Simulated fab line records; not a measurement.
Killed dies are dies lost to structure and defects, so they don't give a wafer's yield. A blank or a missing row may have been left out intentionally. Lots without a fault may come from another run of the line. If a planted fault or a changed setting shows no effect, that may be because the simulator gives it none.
A struck lot beside a sound one	flow n5_finfet	46 steps out of a route of 1938
Sound: the wafers L204.3, L204.4, L204.6. Struck: wafer L218.2 (left out: L218.3, L218.6 of the same lot, which were not struck); the cause appears at the end.
Order at every step that has rows: each side's tool, ch and its chambers, its first start. Under that, the readings that differ: sound wafers	struck wafers	difference of the means	sigmas: that difference in standard deviations of wafers without a fault.
alike: readings whose means differ by less than 2 such deviations, and words and numbers that are the same on both sides. not compared: withheld readings, readings that some wafer has no value for, bounds like >300 that may hide the same value, and numbers for which the record gives no deviation and whose values overlap.
The two part at a step that has a row with sigmas, a row that says differs or no value, or rows on one side only. Numbers that have no deviation but don't overlap get no sigmas and don't part them. A reading that every wafer of one side lacks parts them only if that side has two wafers or more.

first, 4 steps without rows for these wafers: N5_PMOS_HMC_CHANNEL_EPI_PRECLEAN_37 (cleans in O3/DIW, time 45 s); N5_PMOS_HMC_CHANNEL_EPI_PRECLEAN_24 (cleans in DHF, time 30 s); N5_PMOS_HMC_CHANNEL_EPI_SRD_25 (time 30 s); N5_PMOS_HMC_CHANNEL_EPI_EPI_26 (deposits Si from SiH4/H2, target thk 3.8 nm, time 22.7 s).
N5_PMOS_HMC_CHANNEL_EPI_INSPECT_30: inspects for defects (darkfield).
  sound on defect_inspect-02 at day 1 21:10; struck on defect_inspect-01 at day 5 12:34
  alike: raw_defect_count
then, 5 steps without rows for these wafers: N5_FIN_SAQP_PRECLEAN_42 (cleans in O3/DIW, time 60 s); N5_FIN_SAQP_PRECLEAN_00 (cleans in SC1, time 60 s); N5_FIN_SAQP_PRECLEAN_44 (cleans in SC2, time 45 s); N5_FIN_SAQP_SRD_01 (time 30 s); N5_FIN_SAQP_ALD_61 (deposits SiO2, target thk 4 nm, pulse time 1 s, purge time 2 s).
N5_FIN_SAQP_DENSIFY_62: time 60 s.
  sound on rtp_anneal-02 ch 0, day 1 21:34; struck on rtp_anneal-01 ch 0, day 5 13:05
  alike: lamp_power_pct, wafer_temp_C_max
N5_FIN_SAQP_HM_DEP_03: deposits SiNx from SiH4/NH3/N2, target thk 38 nm, time 33.6 s.
  sound on pecvd-02 ch 0,1,2, day 1 21:43; struck on pecvd-02 ch 1, day 5 13:16
reading	sound	struck	difference	sigmas
model.SiNx_of_FIN_SAQP_HM_DEP_03.thk_nm (nm)	37.8 37.92 38.22	13.27	-24.71	
  alike: heater_power_w, showerhead_plenum_p_Torr, throttle_valve_pct
  not compared: since_wet_clean_h
N5_FIN_SAQP_THK_MEAS_05:
  sound on film_metro-02 at day 1 21:48; struck on film_metro-02 at day 5 13:21
reading	sound	struck	difference	sigmas
thk_nm (nm)	37.8 38.0 38.3	13.3	-24.7	-58
then, 1 step without rows for these wafers: N5_FIN_SAQP_PECVD_47 (deposits a-Si from SiH4/He, target thk 45 nm, time 36.3 s).
N5_FIN_SAQP_PECVD_48: deposits SiNx from SiH4/NH3/N2, target thk 25 nm, time 22.1 s.
  sound on pecvd-02 ch 0,1, day 1 21:53; struck on pecvd-02 ch 2, day 5 13:26
reading	sound	struck	difference	sigmas
throttle_valve_pct (%)	39.5 39.7 41.3	35.0	-5.2	-3
  alike: heater_power_w, showerhead_plenum_p_Torr
  not compared: since_wet_clean_h
N5_FIN_SAQP_PECVD_06: deposits a-Si from SiH4/He, target thk 60 nm, time 48.1 s.
  sound on pecvd-02 ch 0,1, day 1 21:55; struck on pecvd-02 ch 2, day 5 13:28
reading	sound	struck	difference	sigmas
throttle_valve_pct (%)	18.4 17.9 18.7	16.1	-2.2	-3
  alike: heater_power_w, showerhead_plenum_p_Torr
  not compared: since_wet_clean_h
N5_FIN_SAQP_THK_MEAS_07:
  sound on film_metro-01 at day 1 22:01; struck on film_metro-02 at day 5 13:34
  alike: thk_nm
then, 9 steps without rows for these wafers: N5_FIN_SAQP_HM_DEP_72 (deposits SiO2 from SiH4/N2O, target thk 12 nm, time 7.2 s); N5_FIN_SAQP_COAT_49 (time 60 s, resist thk 100 nm); N5_FIN_SAQP_COAT_50 (time 60 s, resist thk 35 nm); N5_FIN_SAQP_COAT_10 (resist thk 90 nm); N5_FIN_SAQP_EBR_12; N5_FIN_SAQP_SOFTBAKE_11 (time 60 s); N5_FIN_SAQP_EXPOSE_13 (exposes mask FIN CORE, target cd 35.6 nm); N5_FIN_SAQP_PEB_14 (peb time 60 s); N5_FIN_SAQP_DEVELOP_15 (develop time 30 s).
N5_FIN_SAQP_CD_MEAS_16: the cd target is 35.6 nm.
  sound on cd_sem-03 ch 0, day 1 22:30; struck on cd_sem-02 ch 0, day 5 14:05
  alike: cd_nm
N5_FIN_SAQP_OVL_MEAS_17:
  sound on overlay-02 ch 0, day 1 22:32; struck on overlay-02 ch 0, day 5 14:07
  alike: FIN_CORE_OVL
N5_FIN_SAQP_INSPECT_18: inspects for defects (brightfield).
  sound on defect_inspect-02 at day 1 22:34; struck on defect_inspect-01 at day 5 14:08
  alike: raw_defect_count
then, 7 steps without rows for these wafers: N5_FIN_SAQP_DESCUM_21 (chemistry O2, time 7.9 s); N5_FIN_SAQP_ETCH_51 (etches SiARC in CF4, target depth 45.5 nm, time 75.8 s); N5_FIN_SAQP_ETCH_52 (etches SOC in N2/H2, target depth 100 nm, overetch 20 nm, time 150 s); N5_FIN_SAQP_STRIP_53 (strips in N2/H2); N5_FIN_SAQP_HM_OPEN_73 (chemistry CHF3/O2, target SiO2, stops on a-Si, target depth 12 nm, time 16.8 s); N5_FIN_SAQP_STRIP_74 (strips in CHF3/O2); N5_FIN_SAQP_MANDREL_ETCH_22 (etches a-Si in HBr/Cl2, stops on SiNx, target depth 60 nm, bt time 10 s, time 30 s).
N5_FIN_SAQP_STRIP_55: strips in N2/H2.
  sound on rie_diel-03 ch 0,2,3, day 1 22:58; struck on rie_diel-05 ch 3, day 5 14:37
reading	sound	struck	difference	sigmas
throttle_valve_pct (%)	19.7 19.1 18.9	18.5	-0.7	-2
  alike: chamber_pressure_mTorr, drypump_motor_current_A, oes_product_au, rf_vpp_V, showerhead_plenum_p_Torr
  not compared: rf_hours_counter_h
then, 2 steps without rows for these wafers: N5_FIN_SAQP_STRIP_23 (strips in SPM, time 750 s); N5_FIN_SAQP_SRD_66 (time 30 s).
N5_FIN_SAQP_RECESS_75: chemistry HF/NH3, target SiO2, target depth 14.4 nm, afs cycles 3, sublimation time 60 s.
  sound on vapor_etch-01 ch 0,1, day 1 23:25; struck on vapor_etch-01 ch 0, day 5 14:58
  alike: drypump_motor_current_A, foreline_p_Torr
then, 1 step without rows for these wafers: N5_FIN_SAQP_SPACER1_ALD_24 (deposits SiO2, target thk 20.3 nm, pulse time 1 s, purge time 2 s).
N5_FIN_SAQP_HM_OPEN_33: chemistry CH3F/O2, target SiNx, target depth 49.4 nm, time 70.6 s.
  sound on rie_diel-05 ch 0,1,2, day 2 02:33; struck on rie_diel-04 ch 3, day 5 18:04
reading	sound	struck	difference	sigmas
rf_vpp_V (V)	289 289 293	303	+13	+2
model.etch.depth_nm (nm)	37.17 37.2 37.5	38	+1	
  alike: CH3F_flow_sccm, chamber_pressure_mTorr, drypump_motor_current_A, etch_rf_on_time_s, oes_product_au, showerhead_plenum_p_Torr, throttle_valve_pct
  not compared: rf_hours_counter_h
N5_FIN_SAQP_FIN_ETCH_36: etches the open film in HBr/Cl2/O2, target depth 120 nm, time 50.4 s.
  sound on rie_si-01 ch 0,1,2, day 2 02:50; struck on rie_si-05 ch 1, day 5 18:22
reading	sound	struck	difference	sigmas
drypump_motor_current_A (A)	6.1 6.5 5.8	5.0	-1.1	-2
model.SiO2_of_FIN_SAQP_ALD_61.thk_nm (nm)	4.021 3.988 4.019	2.2	-1.8	
  alike: chamber_pressure_mTorr, oes_product_au, throttle_valve_pct
  not compared: rf_hours_counter_h
N5_FIN_CUT_CUT_ETCH_27: etches SiO2 in CHF3/O2, target depth 4 nm, overetch 2 nm, time 4.9 s.
  sound on rie_diel-01 ch 0,3, day 2 04:07; struck on rie_diel-02 ch 1, day 5 19:31
reading	sound	struck	difference	sigmas
oes_product_au (a.u.)	0.74 0.64 0.75	0.52	-0.19	-3
model.etch.depth_nm (nm)	4.021 3.988 4.019	2.206	-1.803	
  alike: chamber_pressure_mTorr, drypump_motor_current_A, rf_vpp_V, showerhead_plenum_p_Torr, throttle_valve_pct
  not compared: rf_hours_counter_h
N5_STI_FIN_REVEAL_RECESS_09: chemistry HF/NH3, target SiO2, afs cycles 11, target depth 42.5 nm, sublimation time 60 s.
  sound on vapor_etch-01 ch 0,1, day 2 11:08; struck on vapor_etch-01 ch 1, day 6 02:18
reading	sound	struck	difference	sigmas
model.SiNx_of_FIN_SAQP_HM_DEP_03.thk_nm (nm)	18 17.8 18.2	0	-18	
  alike: drypump_motor_current_A, foreline_p_Torr
N5_STI_FIN_REVEAL_STRIP_16: strips SiNx in H3PO4, target depth 23.8 nm.
  sound on wet_bench-04 ch 0,1,7, day 2 12:13; struck on wet_bench-03 ch 0, day 6 03:55
reading	sound	struck	difference	sigmas
model.SiO2_of_FIN_SAQP_ALD_61.thk_nm (nm)	3.8 3.8 3.8	2	-2	

== WHERE THEY PART ==
First at N5_FIN_SAQP_THK_MEAS_05; last, within this record, at N5_FIN_CUT_CUT_ETCH_27. Later steps at which nothing parts them and some readings are alike: N5_STI_FIN_REVEAL_RECESS_09.

WHY: the cause the simulator had injected
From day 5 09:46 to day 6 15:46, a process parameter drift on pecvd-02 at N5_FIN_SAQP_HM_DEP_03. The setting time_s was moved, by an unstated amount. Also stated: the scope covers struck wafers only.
